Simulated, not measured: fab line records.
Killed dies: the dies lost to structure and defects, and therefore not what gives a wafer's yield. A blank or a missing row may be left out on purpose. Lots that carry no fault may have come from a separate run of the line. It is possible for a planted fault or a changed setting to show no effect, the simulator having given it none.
Which tool was responsible? :: flow n5Finfet :: 10 lots, 30 wafers sampled, at 5 steps of a route of 1938

== WHAT EACH GAUGE READ, for each wafer ==
N5_BEOL_M8_INSPECT_13: inspects for defects (brightfield).
lot: L314
measured: day 12 13:41
on: defectInspect-02
rawDefectCount: 378 402 329

lot: L316
measured: day 13 04:06
on: defectInspect-02
rawDefectCount: 400 359 257

lot: L317
measured: day 14 14:58
on: defectInspect-02
rawDefectCount: 339 408 439

lot: L321
measured: day 15 21:50
on: defectInspect-02
rawDefectCount: 386 384 268

lot: L331
measured: day 17 21:14
on: defectInspect-02
rawDefectCount: 314 308 317

lot: L333
measured: day 17 21:47
on: defectInspect-02
rawDefectCount: 286 283 311

lot: L327
measured: day 18 01:40
on: defectInspect-01
rawDefectCount: 411 377 358

lot: L328
measured: day 18 14:04
on: defectInspect-02
rawDefectCount: 363 583 404

lot: L318
measured: day 19 05:13
on: defectInspect-02
rawDefectCount: 301 341 378

lot: L332
measured: day 19 05:27
on: defectInspect-01
rawDefectCount: 300 374 332

N5_BEOL_M8_CD_MEAS_28 targets a cd of 40 nm.
lot: L314
measured: day 12 16:16
on: cdSem-02
cdNm (nm): 40.19 40.07 39.70

lot: L316
measured: day 13 07:04
on: cdSem-02
cdNm (nm): 40.27 40.17 40.08

lot: L317
measured: day 14 18:12
on: cdSem-02
cdNm (nm): 40.27 39.70 39.95

lot: L321
measured: day 16 00:18
on: cdSem-03
cdNm (nm): 39.87 40.31 40.11

lot: L331
measured: day 18 00:07
on: cdSem-02
cdNm (nm): 40.30 40.33 39.80

lot: L333
measured: day 18 00:10
on: cdSem-01
cdNm (nm): 40.09 40.41 39.97

lot: L327
measured: day 18 06:17
on: cdSem-03
cdNm (nm): 40.02 40.11 39.93

lot: L328
measured: day 18 15:53
on: cdSem-01
cdNm (nm): 40.27 40.18 40.08

lot: L318
measured: day 19 07:30
on: cdSem-02
cdNm (nm): 40.14 39.99 39.76

lot: L332
measured: day 19 08:25
on: cdSem-03
cdNm (nm): 39.92 39.73 40.19

== WHAT TOOL EACH LOT RAN ON (gives the tool, then ch and the chambers of the sampled wafers, and finally the start) ==
lot: L314
N5_BEOL_M8_HM_DEP_02: pvdSputter-01, day 12 13:16
N5_BEOL_M8_ETCH_62: rieDiel-04 ch 0,2,3, day 12 13:49
N5_BEOL_M8_HM_OPEN_17: rieMetal-02 ch 0,1, day 12 14:03

lot: L316
N5_BEOL_M8_HM_DEP_02: pvdSputter-01, day 13 03:32
N5_BEOL_M8_ETCH_62: rieDiel-04 ch 0,1,2, day 13 04:14
N5_BEOL_M8_HM_OPEN_17: rieMetal-01 ch 0,1, day 13 04:26

lot: L317
N5_BEOL_M8_HM_DEP_02: pvdSputter-01, day 14 14:24
N5_BEOL_M8_ETCH_62: rieDiel-05 ch 1,2,3, day 14 15:05
N5_BEOL_M8_HM_OPEN_17: rieMetal-03 ch 0,1, day 14 15:16

lot: L321
N5_BEOL_M8_HM_DEP_02: pvdSputter-02, day 15 21:25
N5_BEOL_M8_ETCH_62: rieDiel-04 ch 0,3, day 15 21:58
N5_BEOL_M8_HM_OPEN_17: rieMetal-01 ch 0, day 15 22:09

lot: L331
N5_BEOL_M8_HM_DEP_02: pvdSputter-02, day 17 20:48
N5_BEOL_M8_ETCH_62: rieDiel-04 ch 1,2,3, day 17 21:25
N5_BEOL_M8_HM_OPEN_17: rieMetal-02 ch 0,1, day 17 21:40

lot: L333
N5_BEOL_M8_HM_DEP_02: pvdSputter-03, day 17 21:14
N5_BEOL_M8_ETCH_62: rieDiel-02 ch 0,1,3, day 17 22:02
N5_BEOL_M8_HM_OPEN_17: rieMetal-03 ch 1, day 17 22:19

lot: L327
N5_BEOL_M8_HM_DEP_02: pvdSputter-01, day 18 01:07
N5_BEOL_M8_ETCH_62: rieDiel-04 ch 1,2,3, day 18 02:01
N5_BEOL_M8_HM_OPEN_17: rieMetal-03 ch 1, day 18 02:13

lot: L328
N5_BEOL_M8_HM_DEP_02: pvdSputter-02, day 18 13:38
N5_BEOL_M8_ETCH_62: rieDiel-04 ch 1,2, day 18 14:11
N5_BEOL_M8_HM_OPEN_17: rieMetal-02 ch 0,1, day 18 14:22

lot: L318
N5_BEOL_M8_HM_DEP_02: pvdSputter-01, day 19 04:47
N5_BEOL_M8_ETCH_62: rieDiel-04 ch 1,2,3, day 19 05:20
N5_BEOL_M8_HM_OPEN_17: rieMetal-03 ch 0,1, day 19 05:31

lot: L332
N5_BEOL_M8_HM_DEP_02: pvdSputter-01, day 19 04:53
N5_BEOL_M8_ETCH_62: rieDiel-05 ch 1,2,3, day 19 05:56
N5_BEOL_M8_HM_OPEN_17: rieMetal-02 ch 0,1, day 19 06:09
- N5_BEOL_M8_HM_DEP_02: deposits TiN, target thk 20 nm.
- N5_BEOL_M8_ETCH_62: etches SOC in N2/H2, target depth 110 nm, overetch 22 nm, time 165 s.
- N5_BEOL_M8_HM_OPEN_17: chemistry Cl2/BCl3, target TiN, target depth 20 nm, overetch 6 nm.

== AS READ BY THE TOOLS THEMSELVES (means over the sampled wafers that have a number; for cases with no such wafer, the mark the record gives instead) ==
N5_BEOL_M8_HM_DEP_02.
lot: L314
tool: pvdSputter-01
throttleValvePct (%): 29.0

lot: L316
tool: pvdSputter-01
throttleValvePct (%): 29.9

lot: L317
tool: pvdSputter-01
throttleValvePct (%): 30.2

lot: L321
tool: pvdSputter-02
throttleValvePct (%): 29.2

lot: L331
tool: pvdSputter-02
throttleValvePct (%): 30.5

lot: L333
tool: pvdSputter-03
throttleValvePct (%): 28.5

lot: L327
tool: pvdSputter-01
throttleValvePct (%): 30.1

lot: L328
tool: pvdSputter-02
throttleValvePct (%): 29.5

lot: L318
tool: pvdSputter-01
throttleValvePct (%): 29.0

lot: L332
tool: pvdSputter-01
throttleValvePct (%): 30.4

N5_BEOL_M8_ETCH_62.
lot: L314
tool: rieDiel-04
drypumpMotorCurrentA (A): 5.5
oesProductAu (a.u.): 0.71
rfVppV (V): 525.6
showerheadPlenumPTorr (Torr): 2.60
throttleValvePct (%): 17.79

lot: L316
tool: rieDiel-04
drypumpMotorCurrentA (A): 5.6
oesProductAu (a.u.): 0.68
rfVppV (V): 524.4
showerheadPlenumPTorr (Torr): 2.56
throttleValvePct (%): 17.88

lot: L317
tool: rieDiel-05
drypumpMotorCurrentA (A): 5.9
oesProductAu (a.u.): 0.70
rfVppV (V): 525.5
showerheadPlenumPTorr (Torr): 2.64
throttleValvePct (%): 17.85

lot: L321
tool: rieDiel-04
drypumpMotorCurrentA (A): 5.4
oesProductAu (a.u.): 0.75
rfVppV (V): 527.3
showerheadPlenumPTorr (Torr): 2.62
throttleValvePct (%): 17.78

lot: L331
tool: rieDiel-04
drypumpMotorCurrentA (A): 5.3
oesProductAu (a.u.): 0.73
rfVppV (V): 522.5
showerheadPlenumPTorr (Torr): 2.50
throttleValvePct (%): 17.79

lot: L333
tool: rieDiel-02
drypumpMotorCurrentA (A): 5.7
oesProductAu (a.u.): 0.68
rfVppV (V): 524.9
showerheadPlenumPTorr (Torr): 2.58
throttleValvePct (%): 17.82

lot: L327
tool: rieDiel-04
drypumpMotorCurrentA (A): 5.3
oesProductAu (a.u.): 0.73
rfVppV (V): 523.3
showerheadPlenumPTorr (Torr): 2.50
throttleValvePct (%): 17.79

lot: L328
tool: rieDiel-04
drypumpMotorCurrentA (A): 5.3
oesProductAu (a.u.): 0.72
rfVppV (V): 522.4
showerheadPlenumPTorr (Torr): 2.47
throttleValvePct (%): 17.69

lot: L318
tool: rieDiel-04
drypumpMotorCurrentA (A): 5.3
oesProductAu (a.u.): 0.71
rfVppV (V): 522.9
showerheadPlenumPTorr (Torr): 2.50
throttleValvePct (%): 17.81

lot: L332
tool: rieDiel-05
drypumpMotorCurrentA (A): 5.9
oesProductAu (a.u.): 0.75
rfVppV (V): 526.7
showerheadPlenumPTorr (Torr): 2.63
throttleValvePct (%): 17.74

N5_BEOL_M8_HM_OPEN_17.
lot: L314
tool: rieMetal-02
drypumpMotorCurrentA (A): 6.05
oesProductAu (a.u.): 0.69
throttleValvePct (%): 22.15

lot: L316
tool: rieMetal-01
drypumpMotorCurrentA (A): 5.77
oesProductAu (a.u.): 0.35
throttleValvePct (%): 22.68

lot: L317
tool: rieMetal-03
drypumpMotorCurrentA (A): 5.35
oesProductAu (a.u.): 0.37
throttleValvePct (%): 22.57

lot: L321
tool: rieMetal-01
drypumpMotorCurrentA (A): 5.55
oesProductAu (a.u.): 0.81
throttleValvePct (%): 21.79

lot: L331
tool: rieMetal-02
drypumpMotorCurrentA (A): 5.84
oesProductAu (a.u.): 0.71
throttleValvePct (%): 22.10

lot: L333
tool: rieMetal-03
drypumpMotorCurrentA (A): 5.46
oesProductAu (a.u.): 0.66
throttleValvePct (%): 22.22

lot: L327
tool: rieMetal-03
drypumpMotorCurrentA (A): 5.45
oesProductAu (a.u.): 0.65
throttleValvePct (%): 22.23

lot: L328
tool: rieMetal-02
drypumpMotorCurrentA (A): 6.04
oesProductAu (a.u.): 0.68
throttleValvePct (%): 22.15

lot: L318
tool: rieMetal-03
drypumpMotorCurrentA (A): 5.40
oesProductAu (a.u.): 0.70
throttleValvePct (%): 22.14

lot: L332
tool: rieMetal-02
drypumpMotorCurrentA (A): 5.87
oesProductAu (a.u.): 0.71
throttleValvePct (%): 22.12

== THE ANSWER, worked out from the rows above alone ==
Rule: what is usual is taken from the lots themselves. Put in order of their means at a reading, lots are off if they are a third of the lots or fewer, leave a main group of 4 or more, and stand apart from it by a gap of 3 or more times the standard deviation of the main group's means; of several such gaps the widest counts. A main group whose means are all the same, to the digits that the tables above print for the reading, isn't used. Also off: a lot with no number at a reading for which 4 or more lots have one. The other lots that the step has rows for count as sound. After the gauges, taken in route order, come the tools' own readings; for these a lot's mean is taken, as printed above. The first step at which some lot is off is used, and at that step the reading that is off furthest; a lot without a number counts as furthest.
Off: L316, L317, at N5_BEOL_M8_HM_OPEN_17 (oesProductAu). For the main group the mean is 0.70 a.u. and the standard deviation 0.046.
If a tool, at that step or one of the process steps before it, ran each lot that is off and ran no sound lot following the first of them, it fits. Not one of the candidates tried fits.

== WHAT WAS PUT IN BY THE SIMULATOR ==
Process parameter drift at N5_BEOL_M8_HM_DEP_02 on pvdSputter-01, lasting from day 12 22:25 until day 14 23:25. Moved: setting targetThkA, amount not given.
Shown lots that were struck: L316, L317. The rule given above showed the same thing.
